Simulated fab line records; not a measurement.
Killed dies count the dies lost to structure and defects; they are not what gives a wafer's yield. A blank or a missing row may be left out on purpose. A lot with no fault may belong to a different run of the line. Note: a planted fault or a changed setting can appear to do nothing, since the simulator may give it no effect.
Matching of chambers :: flow n5Finfet :: rieDiel-04 running N5_BEOL_M0_SAQP_ETCH_107: 4 sister chambers
The step etches SiNx in CH3F/O2, target depth 30 nm. 16 wafers are shown with their chamber, then 8 later ones without.

== WAFERS PAIRED WITH THEIR CHAMBERS ==
wafer: L076.1
chamber: 2
showerheadPlenumPTorr (Torr): 2.00
drypumpMotorCurrentA (A): 5.4
throttleValvePct (%): 16.36

wafer: L076.4
chamber: 1
showerheadPlenumPTorr (Torr): 2.09
drypumpMotorCurrentA (A): 6.0
throttleValvePct (%): 16.41

wafer: L076.5
chamber: 3
showerheadPlenumPTorr (Torr): 2.09
drypumpMotorCurrentA (A): 5.9
throttleValvePct (%): 16.39

wafer: L077.1
chamber: 2
showerheadPlenumPTorr (Torr): 2.00
drypumpMotorCurrentA (A): 5.4
throttleValvePct (%): 16.34

wafer: L077.3
chamber: 0
showerheadPlenumPTorr (Torr): 1.91
drypumpMotorCurrentA (A): 6.3
throttleValvePct (%): 16.71

wafer: L077.5
chamber: 1
showerheadPlenumPTorr (Torr): 2.08
drypumpMotorCurrentA (A): 6.0
throttleValvePct (%): 16.40

wafer: L081.1
chamber: 3
showerheadPlenumPTorr (Torr): 2.09
drypumpMotorCurrentA (A): 6.0
throttleValvePct (%): 16.39

wafer: L081.3
chamber: 2
showerheadPlenumPTorr (Torr): 2.00
drypumpMotorCurrentA (A): 5.4
throttleValvePct (%): 16.36

wafer: L081.5
chamber: 0
showerheadPlenumPTorr (Torr): 1.91
drypumpMotorCurrentA (A): 6.4
throttleValvePct (%): 16.71

wafer: L085.2
chamber: 0
showerheadPlenumPTorr (Torr): 1.90
drypumpMotorCurrentA (A): 6.4
throttleValvePct (%): 16.73

wafer: L085.3
chamber: 1
showerheadPlenumPTorr (Torr): 2.08
drypumpMotorCurrentA (A): 6.0
throttleValvePct (%): 16.42

wafer: L085.4
chamber: 3
showerheadPlenumPTorr (Torr): 2.08
drypumpMotorCurrentA (A): 5.9
throttleValvePct (%): 16.43

wafer: L088.2
chamber: 0
showerheadPlenumPTorr (Torr): 1.90
drypumpMotorCurrentA (A): 6.3
throttleValvePct (%): 16.75

wafer: L088.3
chamber: 1
showerheadPlenumPTorr (Torr): 2.08
drypumpMotorCurrentA (A): 6.0
throttleValvePct (%): 16.43

wafer: L088.5
chamber: 3
showerheadPlenumPTorr (Torr): 2.08
drypumpMotorCurrentA (A): 5.9
throttleValvePct (%): 16.42

wafer: L090.1
chamber: 3
showerheadPlenumPTorr (Torr): 2.08
drypumpMotorCurrentA (A): 6.0
throttleValvePct (%): 16.44

SIGNATURES (averages over the wafers above)
reading: showerheadPlenumPTorr
chamber 0: 1.9050
chamber 1: 2.0825
chamber 2: 2.0000
chamber 3: 2.0840
scatter within a chamber: 0.00496

reading: drypumpMotorCurrentA
chamber 0: 6.350
chamber 1: 6.000
chamber 2: 5.400
chamber 3: 5.940
scatter within a chamber: 0.0428

reading: throttleValvePct
chamber 0: 16.7250
chamber 1: 16.4150
chamber 2: 16.3533
chamber 3: 16.4140
scatter within a chamber: 0.0182
Rule: a wafer lies at a distance from a chamber equal to the root of the sum of squares, over the readings, of (its reading less the chamber's mean, divided by the reading's scatter). If the next closest chamber is less than 2 further off than the closest, the wafer can't be placed; otherwise it belongs to the closest. The scatter: take each reading less its chamber's mean, square it, sum over the shown wafers, divide by the number of wafers less the number of chambers, and take the root.

== WAFERS WHOSE CHAMBER IS MISSING ==
wafer: L090.5
showerheadPlenumPTorr (Torr): 2.08
drypumpMotorCurrentA (A): 6.0
throttleValvePct (%): 16.43

wafer: L090.6
showerheadPlenumPTorr (Torr): 1.90
drypumpMotorCurrentA (A): 6.3
throttleValvePct (%): 16.74

wafer: L094.2
showerheadPlenumPTorr (Torr): 2.08
drypumpMotorCurrentA (A): 5.9
throttleValvePct (%): 16.44

wafer: L094.5
showerheadPlenumPTorr (Torr): 2.08
drypumpMotorCurrentA (A): 5.9
throttleValvePct (%): 16.44

wafer: L094.6
showerheadPlenumPTorr (Torr): 1.99
drypumpMotorCurrentA (A): 5.4
throttleValvePct (%): 16.40

wafer: L097.1
showerheadPlenumPTorr (Torr): 2.07
drypumpMotorCurrentA (A): 6.0
throttleValvePct (%): 16.46

wafer: L097.2
showerheadPlenumPTorr (Torr): 2.08
drypumpMotorCurrentA (A): 6.0
throttleValvePct (%): 16.45

wafer: L097.6
showerheadPlenumPTorr (Torr): 2.07
drypumpMotorCurrentA (A): 6.0
throttleValvePct (%): 16.45

== WHICH CHAMBER EACH WENT THROUGH ==
wafer: L090.5
from the rows above: can't be placed: 1 or 3
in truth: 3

wafer: L090.6
from the rows above: 0
in truth: 0

wafer: L094.2
from the rows above: can't be placed: 3 or 1
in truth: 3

wafer: L094.5
from the rows above: can't be placed: 3 or 1
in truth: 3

wafer: L094.6
from the rows above: 2
in truth: 2

wafer: L097.1
from the rows above: can't be placed: 1 or 3
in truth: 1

wafer: L097.2
from the rows above: can't be placed: 1 or 3
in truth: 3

wafer: L097.6
from the rows above: can't be placed: 1 or 3
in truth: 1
Correctly placed: 2 of 8. Not placeable from these rows: 6 (in 6, the candidates include the true chamber). Placed wrongly: 0.
